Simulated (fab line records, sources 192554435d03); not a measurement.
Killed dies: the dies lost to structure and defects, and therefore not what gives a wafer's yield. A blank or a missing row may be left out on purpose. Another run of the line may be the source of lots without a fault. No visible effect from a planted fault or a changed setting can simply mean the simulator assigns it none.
Which tool did it? | flow n5_finfet | route of 1938 steps, sampled at 1 step: 11 lots, 30 wafers

== WHAT THE GAUGES READ, wafer by wafer ==
N5_BEOL_M10_CD_MEAS_28: the cd target is 70 nm.
lot  | measured     | on        | cd_nm (nm)
L387 | day 10 20:21 | cd_sem-02 | 68.1 70.9 68.7
L386 | day 10 20:31 | cd_sem-01 | 67.8 72.0 68.8
L390 | day 11 14:40 | cd_sem-01 | 66.6 67.8 70.3
L391 | day 11 20:49 | cd_sem-03 | 71.4 73.3 72.7
L396 | day 13 04:08 | cd_sem-03 | 71.2 71.8
L399 | day 13 14:25 | cd_sem-03 | 70.4 69.9
L404 | day 14 23:20 | cd_sem-02 | 71.6 72.2
L401 | day 14 23:34 | cd_sem-03 | 70.6 70.9 72.1
L403 | day 15 01:46 | cd_sem-03 | 69.9 71.0 71.3
L407 | day 16 01:10 | cd_sem-02 | 70.3 72.8 71.3
L408 | day 16 01:20 | cd_sem-01 | 69.1 70.0 70.6

== TOOL THAT RAN EACH LOT (tool first, then ch and the chambers of the sampled wafers, then the start) ==
The record shows no process step preceding these readings.

== THE ANSWER, worked out from the rows above alone ==
Rule: the lots themselves supply what counts as usual. The widest of any qualifying gaps counts: lots, ordered by their means at a reading, are off when they make up no more than a third of the lots, leave a main group of 4 or more, and stand apart from it by 3 or more times the standard deviation of that group's means. Not used: any main group whose means are identical at the precision the tables above print for the reading. A lot without any number at a reading at which 4 lots or more have one is off too. The other lots that the step has rows for count as sound.
No lot is off at any reading shown: from this, nothing can be told.

== WHAT WAS PUT IN BY THE SIMULATOR ==
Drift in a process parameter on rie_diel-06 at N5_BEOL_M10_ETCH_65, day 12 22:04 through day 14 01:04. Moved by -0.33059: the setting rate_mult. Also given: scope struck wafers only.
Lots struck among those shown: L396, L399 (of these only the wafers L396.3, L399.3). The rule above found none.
